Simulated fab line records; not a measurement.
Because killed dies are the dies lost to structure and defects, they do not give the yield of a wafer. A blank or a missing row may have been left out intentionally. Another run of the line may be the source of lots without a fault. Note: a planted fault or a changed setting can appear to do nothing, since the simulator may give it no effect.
Problem report in the 8D (eight disciplines) form, filled by code    flow nand-harc    the parts of the form that need people (team, actions taken, sign-off) are left out

== 1. WHAT IS WRONG ==
Mean of time-to-endpoint-s at NHARC_P_M0_CMP_23: 7.5 s across 2 wafers in 2 lots; on wafers with no fault it is 28.1 s (standard deviation 2.9). Measured from the usual mean, that is -7.1 standard deviations.
The step: polishes, t overpolish 20 s, target thk 117.54 nm.
Earliest sighting: wafer L592.4 on cmp-04 at day 10 05:20. Wafers with a number at this step in the record: 39, from 13 lots. The rule behind "out" and "out of limits": a value lying over 4 standard deviations away from the usual mean. All remaining wafers that have a number are taken as sound.

== 2. WHAT IT IS, AND WHAT IT ISN'T ==
question                     is                  is not
which readings at this step  time-to-endpoint-s  motor-current-A
which lots                   L592, L594          L582, L583, L584, L585, L587, L588, L599, L601, L603, L604, L605
which wafers of those lots   L592.4, L594.4      L592.2, L592.5, L594.2, L594.3
read on which tools          cmp-03, cmp-04      cmp-01
when                         from day 10 05:20   up to then (20 sound wafers); but 17 sound wafers of L594, L599, L601, L603, L604, L605 came after

== 3. WHAT RULES OUT EACH SUSPECT ==
Counting: a tool at a process step up to the reading stays a suspect if it ran every lot that is out. Sound lots after the first of them don't rule it out here, since some wafers of a struck lot are sound.
- rie-diel-03 at NHARC_P_M0_ETCH_15 (etches the open film in C4F8/Ar, target depth 150 nm, overetch 15 nm, time 82.5 s): kept. Every lot that is out went through it, the first being L592 (day 10 04:37); the last sound lot it ran before that was L587 (day 8 09:53). With no start given for some of its lots, NHARC_P_M0_ETCH_15 uses the hours and lot order of NHARC_P_M0_ECD_22.
- ecd-cu-01 at NHARC_P_M0_ECD_22 (material Cu, target thk 400 nm): kept. Every lot that is out went through it, the first being L592 (day 10 04:37); the last sound lot it ran before that was L588 (day 8 15:44).
Left after counting: rie-diel-03 at NHARC_P_M0_ETCH_15, ecd-cu-01 at NHARC_P_M0_ECD_22.

== 4. THE CAUSE (what the simulator had put in) ==
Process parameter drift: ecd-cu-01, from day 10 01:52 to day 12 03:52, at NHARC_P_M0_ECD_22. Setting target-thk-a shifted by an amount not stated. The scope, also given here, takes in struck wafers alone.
Counting leaves 2 suspects; this tool is one of them.

== 5. SEQUENCE OF EFFECTS, ordered by route ==
One row per reading whose mean, taken over the struck wafers that have a number, lies over 3 standard deviations from the usual. Only readings whose record carries a usual standard deviation are examined. hours: median over the lots of the time between each lot's start at the first step of this table that gives one and its start at this step. sigmas: the change, counted in usual standard deviations.
hours  step               reading              usual   on struck wafers  change  sigmas
0      NHARC_P_M0_CMP_23  time-to-endpoint-s   28.1 s  7.5               -20.6   -7.1
448    NHARC_END_SORT_01  killed-at-periphery  3.5     11.0              +7.5    +3.3
Here are the process steps it includes:
- NHARC_P_M0_CMP_23: polishes, t overpolish 20 s, target thk 117.54 nm.

== 6. WHAT WOULD HAVE CAUGHT IT SOONER ==
3 hours passed between the start of the fault at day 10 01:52 and the first reading out of limits in this record, taken at day 10 05:20.
Among the 2 lots that are out, L594 began NHARC_P_M0_ECD_22 on ecd-cu-01 after day 10 05:20. A tool hold placed at that time would have kept it from harm.
